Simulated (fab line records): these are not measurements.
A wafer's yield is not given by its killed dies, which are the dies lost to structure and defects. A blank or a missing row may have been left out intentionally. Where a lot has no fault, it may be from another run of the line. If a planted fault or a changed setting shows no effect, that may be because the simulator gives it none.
Comparing a struck lot with a sound one | flow nand-harc | 14 out of 1302 route steps
Sound: these wafers, L925.1, L925.2, L925.3. The struck wafers were L937.1, L937.4, L937.6. Last of all comes the cause.
Order at every step that has rows: each side's tool, ch and its chambers, its first start. Under that, the readings that differ: sound wafers | struck wafers | difference of the means | sigmas: that difference in standard deviations of wafers without a fault.
alike: readings with means less than 2 such deviations apart, plus words and numbers identical on both sides. not compared: withheld readings, readings lacking a value on some wafer, bounds such as >300 that could conceal the same value, and numbers that have no deviation in the record and whose values overlap.
Wherever a step has rows on one side only, a row that says differs or no value, or a row with sigmas, the two part there. When numbers do not overlap yet have no deviation, they are printed without sigmas and do not part them. A reading that every wafer of one side lacks parts them only if that side has two wafers or more.

NHARC_A_M1_DEP_33: deposits SiCN, target thk 30 nm.
  sound on pecvd-03 ch 0,1,2, day 25 23:37; struck on pecvd-04 ch 0,1, day 29 05:08
  alike: heater-power-w
  not compared: since-wet-clean-h
NHARC_A_BONDPAD_DEP_00: deposits SiCN, target thk 250 nm.
  sound on pecvd-03 ch 0,1,2; struck on pecvd-02 ch 0,1,2, day 29 05:38
  alike: heater-power-w
  not compared: since-wet-clean-h
NHARC_A_BONDPAD_CMP_29: polishes SiCN, target thk 200 nm.
  sound on cmp-04 ch 0,2,3, day 26 00:34; struck on cmp-02 ch 0,3, day 29 06:00
  alike: motor-current-A, slurry-flow-ml-min
NHARC_A_BONDPAD_THK_MEAS_30: measures by ellipsometry.
  sound on film-metro-01 at day 26 00:49; struck on film-metro-02 at day 29 06:15
  alike: thk-nm
then, 8 steps without rows for these wafers: NHARC_A_BONDPAD_SRD_31; NHARC_A_BONDPAD_DEHYDRATE_01 (time 120 s); NHARC_A_BONDPAD_HMDS_02 (time 30 s); NHARC_A_BONDPAD_COAT_33 (time 65 s); NHARC_A_BONDPAD_COAT_03 (resist thk 600 nm); NHARC_A_BONDPAD_SOFTBAKE_04 (time 70 s); NHARC_A_BONDPAD_EBR_05; NHARC_A_BONDPAD_EXPOSE_06 (exposes mask A BPAD).
NHARC_A_BONDPAD_PEB_07: peb time 80 s.
  sound on litho-track-03 ch 0, day 26 01:17; struck on litho-track-07, day 29 06:44
  no value came back on the struck wafers for chill-plate-temp-C (C), exhaust-pa (Pa); on the sound wafers chill-plate-temp-C (C) reads 23.08 23.09 23.11
then, 1 step without rows for these wafers: NHARC_A_BONDPAD_DEVELOP_08 (time 50 s).

WHERE THEY PART
NHARC_A_BONDPAD_PEB_07 only, going by this record.

WHY: whatever the simulator had introduced
Skipped step whole: litho-track-07, from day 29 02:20 on, at NHARC_A_BONDPAD_PEB_07. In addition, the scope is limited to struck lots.
